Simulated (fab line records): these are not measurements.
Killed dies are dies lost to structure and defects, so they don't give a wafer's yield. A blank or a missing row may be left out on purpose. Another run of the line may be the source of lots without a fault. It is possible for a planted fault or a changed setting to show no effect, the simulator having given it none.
The same fault as seen by 2 desks + flow nandHarc + numbers are kept per desk, each desk with only its own; the story behind them comes last

== AT THE TOOL OWNER'S DESK: lithoTrack-06 ==
At NHARC_A_M0_SOFTBAKE_04 (time 55 s), the tool's own readings, given per lot that ran on this tool as the mean of the sampled wafers with a number. If a lot's mean is further than 4 standard deviations from the usual mean, the lot is out of limits and carries the mark OUT (the distance appears in the brackets).
Columns: A = heaterPowerTotalW at NHARC_A_M0_SOFTBAKE_04, usual 188.45 W
| lot  | first seen here | A                        |
|------|-----------------|--------------------------|
| L405 | day 17 17:00    | 188.42                   |
| L404 | day 18 05:00    | 188.49                   |
| L406 | day 18 12:00    | 188.43                   |
| L417 | day 21 04:00    | 233.23 (+99 or more) OUT |
| L418 | day 21 09:00    | 233.19 (+99 or more) OUT |
This desk finds L417, L418 out of limits, L417 being first, at day 21 04:00 (heaterPowerTotalW at NHARC_A_M0_SOFTBAKE_04). Within limits: L405, L404, L406.

== THE DEFECT DESK ==
For each lot, the counts of the inspections along the route, averaged over the sampled wafers that have a number. If a lot's mean is further than 4 standard deviations from the usual mean, the lot is out of limits and carries the mark OUT (the distance appears in the brackets).
Columns: A = rawDefectCount at NHARC_A_M0_INSPECT_11, usual 31
| lot  | first seen here | A  |
|------|-----------------|----|
| L402 | day 17 06:29    | 23 |
| L403 | day 17 12:17    | 20 |
| L405 | day 17 18:17    | 21 |
| L404 | day 18 06:14    | 28 |
| L406 | day 18 13:11    | 32 |
| L408 | day 18 19:02    | 13 |
| L409 | day 19 21:05    | 22 |
| L417 | day 21 05:13    | 21 |
| L418 | day 21 09:49    | 45 |
| L422 | day 22 04:58    | 58 |
| L424 | day 22 12:20    | 42 |
| L425 | day 23 06:02    | 18 |
Result from this desk: across the 12 lots, nothing is out of limits.

== PUT TOGETHER ==
The tool owner's desk could have raised an alarm at day 21 04:00, on L417, L418.
Nothing out of limits was seen by the defect desk.
The defect desk has L417, L418 on record, within its limits.
On lithoTrack-06, each named lot ran NHARC_A_M0_SOFTBAKE_04.

== WHAT HAD BEEN PUT IN BY THE SIMULATOR ==
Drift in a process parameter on lithoTrack-06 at NHARC_A_M0_SOFTBAKE_04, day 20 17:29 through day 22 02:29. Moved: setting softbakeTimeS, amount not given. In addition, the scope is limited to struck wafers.
Lots struck among those shown: L417, L418.
Delay in hours, fault start to first out-of-limits reading, by desk: the tool owner's desk at 11.
